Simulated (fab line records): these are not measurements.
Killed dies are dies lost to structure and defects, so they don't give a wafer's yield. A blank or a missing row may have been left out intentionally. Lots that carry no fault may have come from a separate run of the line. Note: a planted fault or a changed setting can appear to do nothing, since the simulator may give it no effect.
Struck lot and sound lot, side by side    flow nand-harc    40 steps out of a route of 1159
Sound: the wafers L349.3, L349.5, L349.6. The struck wafers were L362.1, L362.3, L362.4. At the end, the cause is stated.
At each step with rows: each side's tool, then ch and its chambers, then its first start. Under that, the readings that differ: sound wafers    struck wafers    difference of the means    sigmas: that difference in standard deviations of wafers without a fault.
alike: words and numbers the same on both sides, and readings whose means are apart by under 2 such deviations; not compared: readings that were withheld, readings missing a value for some wafer, numbers with overlapping values and no deviation given by the record, and bounds like >300 which may hide the same value.
A row with sigmas, a row that says differs or no value, or rows on one side alone: a step with any of these is where the two part. Numbers that have no deviation but don't overlap get no sigmas and don't part them. Lack of a reading on every wafer of one side parts them only where that side has two or more wafers.

first, 1 step without rows for these wafers: NHARC_A_CHANNEL_FILL_D1_ALD_02 (deposits SiO2, target thk 6 nm, pulse time 10 s, ald cycles 60).
NHARC_A_CHANNEL_FILL_D1_ALD_03: deposits SiNx, target thk 6 nm, pulse time 60 s, ald cycles 58.
  sound: ald-sin-batch-02 ch 0; struck: ald-sin-batch-03 ch 0
  alike: precursor-pulse-height-rel
then, 1 step without rows for these wafers: NHARC_A_CHANNEL_FILL_D1_ALD_14 (deposits SiO2, target thk 2.5 nm, pulse time 10 s, ald cycles 25).
NHARC_A_CHANNEL_FILL_D1_ALD_15: deposits SiNx, target thk 2 nm, pulse time 60 s, ald cycles 19.
  sound: ald-sin-batch-02 ch 0; struck: ald-sin-batch-02 ch 0
  alike: precursor-pulse-height-rel
then, 8 steps without rows for these wafers: NHARC_A_CHANNEL_FILL_D1_ALD_16 (deposits SiO2, target thk 1.5 nm, pulse time 10 s, ald cycles 15); NHARC_A_CHANNEL_FILL_D1_ANNEAL_17 (time 1800 s); NHARC_A_CHANNEL_FILL_D1_CVD_18 (deposits poly-Si, target thk 3 nm); NHARC_A_CHANNEL_FILL_D1_ETCHBACK_19 (etches the open film in HBr/Cl2, target depth 5 nm, time 1.7 s); NHARC_A_CHANNEL_FILL_D1_ETCHBACK_20 (etches the open film in C4F8/O2/Ar, target depth 27 nm, time 13.5 s); NHARC_A_CHANNEL_FILL_D1_STRIP_28 (strips in O2, time 20 s); NHARC_A_CHANNEL_FILL_D1_PRECLEAN_21 (cleans in dHF, time 30 s); NHARC_A_CHANNEL_FILL_D1_SRD_23.
NHARC_A_CHANNEL_FILL_D1_CVD_05: deposits poly-Si, target thk 5 nm.
  sound on lpcvd-poly-04 ch 0, day 10 03:43; struck on lpcvd-poly-04 ch 0, day 12 20:49
  alike: spike-tc-bottom-C, spike-tc-centre-C, zone-power-centre-pct, zone-power-upper-pct
then, 1 step without rows for these wafers: NHARC_A_CHANNEL_FILL_D1_ANNEAL_22 (time 7200 s).
NHARC_A_CHANNEL_FILL_D1_THK_MEAS_06: measures by ellipsometry.
  sound on film-metro-02, day 10 12:53; struck on film-metro-02, day 13 05:55
reading      sound        struck       difference  sigmas
thk-nm (nm)  5.2 5.9 5.6  7.8 7.2 7.7  +2.0        +2
then, 8 steps without rows for these wafers: NHARC_A_CHANNEL_FILL_D1_ALD_25 (deposits SiOx, target thk 60 nm, pulse time 10 s, ald cycles 600); NHARC_A_CHANNEL_FILL_D1_ETCHBACK_08 (etches the open film in C4F8, target depth 220 nm, time 110 s); NHARC_A_CHANNEL_FILL_D1_STRIP_29 (strips in O2, time 20 s); NHARC_A_CHANNEL_FILL_D1_PRECLEAN_30 (cleans in dHF, time 30 s); NHARC_A_CHANNEL_FILL_D1_SRD_31; NHARC_A_CHANNEL_FILL_D1_CVD_09 (deposits poly-Si, target thk 150 nm, time 3000 s); NHARC_A_CHANNEL_FILL_D1_CMP_10 (polishes, target thk 150 nm); NHARC_A_CHANNEL_FILL_D1_SRD_12.
NHARC_A_CHANNEL_FILL_D1_RTA_24: time 5 s.
  sound on rtp-anneal-01 ch 0, day 11 00:55; struck on rtp-anneal-01 ch 0, day 13 18:01
  alike: lamp-power-pct, lamp_zone_5_pct, wafer_temp_C_max
NHARC_A_CHANNEL_FILL_D1_INSPECT_13:
  sound on defect-inspect-01, day 11 01:03; struck on defect-inspect-01, day 13 18:13
  alike: raw-defect-count
then, 10 steps without rows for these wafers: NHARC_A_STAIRCASE_DEP_156 (deposits SiNx, target thk 50 nm); NHARC_A_STAIRCASE_DEHYDRATE_158 (time 120 s); NHARC_A_STAIRCASE_HMDS_159 (time 30 s); NHARC_A_STAIRCASE_COAT_160; NHARC_A_STAIRCASE_SOFTBAKE_161 (time 170 s); NHARC_A_STAIRCASE_EBR_162; NHARC_A_STAIRCASE_EXPOSE_163 (exposes mask STAIR OPEN); NHARC_A_STAIRCASE_PEB_164 (peb time 130 s); NHARC_A_STAIRCASE_DEVELOP_165 (time 140 s); NHARC_A_STAIRCASE_HARDBAKE_167 (time 140 s).
NHARC_A_STAIRCASE_DESCUM_168: chemistry O2, time 3 s.
  sound on rie-diel-09 ch 0,1,3, day 11 02:16; struck on rie-diel-09 ch 0,1,2, day 13 19:16
  alike: drypump-motor-current-A, oes-product-au, rf-vpp-V, showerhead-plenum-p-Torr, throttle-valve-pct
  not compared: rf-hours-counter-h
NHARC_A_STAIRCASE_ETCH_169: etches the open film in CH3F/O2, target depth 50 nm, time 107.1 s.
  sound on rie-diel-09 ch 2,3, day 11 02:33; struck on rie-diel-09 ch 1,2,3, day 13 19:21
reading                sound              struck             difference  sigmas
oes-product-au (a.u.)  0.931 0.929 0.930  0.973 0.955 0.977  +0.038      +2
  alike: drypump-motor-current-A, rf-vpp-V, showerhead-plenum-p-Torr, throttle-valve-pct
  not compared: rf-hours-counter-h
then, 2 steps without rows for these wafers: NHARC_A_STAIRCASE_ETCH_170 (etches the open film in C4F6/O2, target depth 200 nm, time 66.667 s); NHARC_A_STAIRCASE_STRIP_171 (strips in O2).
-- jump in the record: it breaks off in module A_STAIRCASE and resumes in module END (first step shown: number 1158 of the route), and 8 days separate the struck wafers' starts before and after --
NHARC_END_WLT_00:
  sound on prober-01, day 19 23:25; struck on prober-01, day 22 03:06
reading                            sound              struck             difference  sigmas
VT_DECK1_BOTTOM                    0.878 0.871 0.866  0.942 0.955 0.942  +0.075      +9
VT_DECK1_BOTTOM_INNER              0.873 0.876 0.866  0.951 0.945 0.945  +0.075      +10
VT_DECK1_MEDIAN_NEAR_BOTTOM        0.874 0.869 0.871  0.948 0.955 0.940  +0.076      +10
VT_DECK1_MEDIAN_NEAR_BOTTOM_INNER  0.869 0.876 0.874  0.940 0.950 0.956  +0.076      +10
VT_DECK1_MIDDLE                    0.881 0.880 0.888  0.955 0.962 0.970  +0.079      +11
VT_DECK1_MIDDLE_INNER              0.887 0.895 0.882  0.960 0.964 0.962  +0.074      +10
VT_DECK1_TOP                       0.892 0.898 0.897  0.987 0.984 0.978  +0.087      +11
VT_DECK1_TOP_INNER                 0.896 0.896 0.894  0.985 0.983 0.979  +0.087      +11

WHERE THEY PART
Earliest at NHARC_A_CHANNEL_FILL_D1_THK_MEAS_06; latest, in this record, at NHARC_END_WLT_00.

WHY: whatever the simulator had introduced
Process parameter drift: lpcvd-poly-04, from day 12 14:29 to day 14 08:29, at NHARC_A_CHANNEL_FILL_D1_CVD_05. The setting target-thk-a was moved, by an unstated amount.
